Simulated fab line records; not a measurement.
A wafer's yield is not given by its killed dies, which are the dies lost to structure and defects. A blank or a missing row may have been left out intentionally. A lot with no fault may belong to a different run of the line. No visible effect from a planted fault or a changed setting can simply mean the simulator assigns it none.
Chamber matching + flow nand_harc + rie_diel-10 running NHARC_A_CONTACT_ETCH_96: 4 sister chambers
The step etches the open film in C4F6/O2, target depth 20 nm, time 10 s. 8 wafers are shown with their chamber, then 7 later ones without.

## WAFERS, EACH WITH ITS CHAMBER
| wafer  | chamber | showerhead_plenum_p_Torr (Torr) | drypump_motor_current_A (A) |
|--------|---------|---------------------------------|-----------------------------|
| L180.6 | 1       | 3.65                            | 6.2                         |
| L183.2 | 2       | 3.97                            | 5.9                         |
| L183.3 | 3       | 3.93                            | 6.4                         |
| L183.6 | 3       | 3.93                            | 6.4                         |
| L185.5 | 0       | 4.09                            | 5.7                         |
| L185.6 | 1       | 3.64                            | 6.2                         |
| L195.1 | 2       | 3.96                            | 5.8                         |
| L195.2 | 0       | 4.08                            | 5.7                         |

## WAFERS WHOSE CHAMBER IS MISSING
| wafer  | showerhead_plenum_p_Torr (Torr) | drypump_motor_current_A (A) |
|--------|---------------------------------|-----------------------------|
| L195.6 | 4.22                            | 6.2                         |
| L196.2 | 4.22                            | 6.2                         |
| L196.3 | 4.08                            | 5.7                         |
| L196.6 | 3.95                            | 5.8                         |
| L199.1 | 3.92                            | 6.4                         |
| L199.5 | 3.92                            | 6.4                         |
| L199.6 | 3.95                            | 5.8                         |

## WHICH CHAMBER EACH WENT THROUGH
| wafer  | from the rows above | in truth                   |
|--------|---------------------|----------------------------|
| L195.6 | 0                   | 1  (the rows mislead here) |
| L196.2 | 0                   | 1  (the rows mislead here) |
| L196.3 | 0                   | 0                          |
| L196.6 | 2                   | 2                          |
| L199.1 | 3                   | 3                          |
| L199.5 | 3                   | 3                          |
| L199.6 | 2                   | 2                          |
Correctly placed: 5 of 7. Left unplaced by these rows: 0. 2 placed wrongly.
How it was worked out, from the rows above alone: a wafer's distance from a chamber is the root of the sum, over the readings, of the square of ((its reading less the chamber's mean) divided by the reading's scatter). If the next closest chamber is less than 2 further off than the closest, the wafer can't be placed; otherwise it belongs to the closest. The mean given for a chamber averages the wafers shown for that chamber. The scatter: the root of (the sum of the squares of (reading less its chamber's mean) over the shown wafers, divided by (wafers less chambers)).
